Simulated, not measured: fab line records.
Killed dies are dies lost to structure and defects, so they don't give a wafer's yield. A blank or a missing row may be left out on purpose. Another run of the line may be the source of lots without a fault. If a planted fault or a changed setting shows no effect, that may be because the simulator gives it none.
Matching of chambers + flow n5 finfet + N5_BEOL_M2_ETCHBACK_99 on rie diel-05: 4 sister chambers
The step etches SiO2 in CHF3, target depth 5 nm, time 10.4 s. 8 wafers are shown with their chamber, then 11 later ones without.

## WAFERS, EACH WITH ITS CHAMBER
| wafer  | chamber | showerhead plenum p Torr (Torr) | throttle valve pct (%) |
|--------|---------|---------------------------------|------------------------|
| L083.4 | 1       | 2.11                            | 17.01                  |
| L087.1 | 2       | 2.08                            | 16.75                  |
| L087.3 | 3       | 2.20                            | 17.15                  |
| L087.5 | 0       | 2.21                            | 16.70                  |
| L088.1 | 3       | 2.20                            | 17.16                  |
| L088.2 | 0       | 2.21                            | 16.69                  |
| L088.4 | 1       | 2.11                            | 17.03                  |
| L089.1 | 2       | 2.07                            | 16.77                  |

## WAFERS WITH NO CHAMBER GIVEN
| wafer  | showerhead plenum p Torr (Torr) | throttle valve pct (%) |
|--------|---------------------------------|------------------------|
| L089.3 | 2.20                            | 16.71                  |
| L089.6 | 2.19                            | 17.16                  |
| L091.4 | 2.19                            | 17.17                  |
| L091.5 | 2.20                            | 16.71                  |
| L091.6 | 2.10                            | 17.04                  |
| L093.1 | 2.19                            | 17.19                  |
| L093.4 | 2.07                            | 16.78                  |
| L093.5 | 2.19                            | 17.19                  |
| L097.1 | 2.20                            | 16.73                  |
| L097.2 | 2.19                            | 17.19                  |
| L097.6 | 2.19                            | 17.19                  |

## EACH ONE'S CHAMBER
| wafer  | from the rows above | in truth |
|--------|---------------------|----------|
| L089.3 | 0                   | 0        |
| L089.6 | 3                   | 3        |
| L091.4 | 3                   | 3        |
| L091.5 | 0                   | 0        |
| L091.6 | 1                   | 1        |
| L093.1 | 3                   | 3        |
| L093.4 | 2                   | 2        |
| L093.5 | 3                   | 3        |
| L097.1 | 0                   | 0        |
| L097.2 | 3                   | 3        |
| L097.6 | 3                   | 3        |
Placed correctly: 11 of 11. Left unplaced by these rows: 0. 0 placed wrongly.
How it was worked out, from the rows above alone: a wafer's distance from a chamber is the root of the sum, over the readings, of the square of ((its reading less the chamber's mean) divided by the reading's scatter). The wafer belongs to the nearest chamber; if the next one is less than 2 further off, it can't be placed. Each chamber's mean is taken over the wafers shown for it. The scatter: take each reading less its chamber's mean, square it, sum over the shown wafers, divide by the number of wafers less the number of chambers, and take the root.
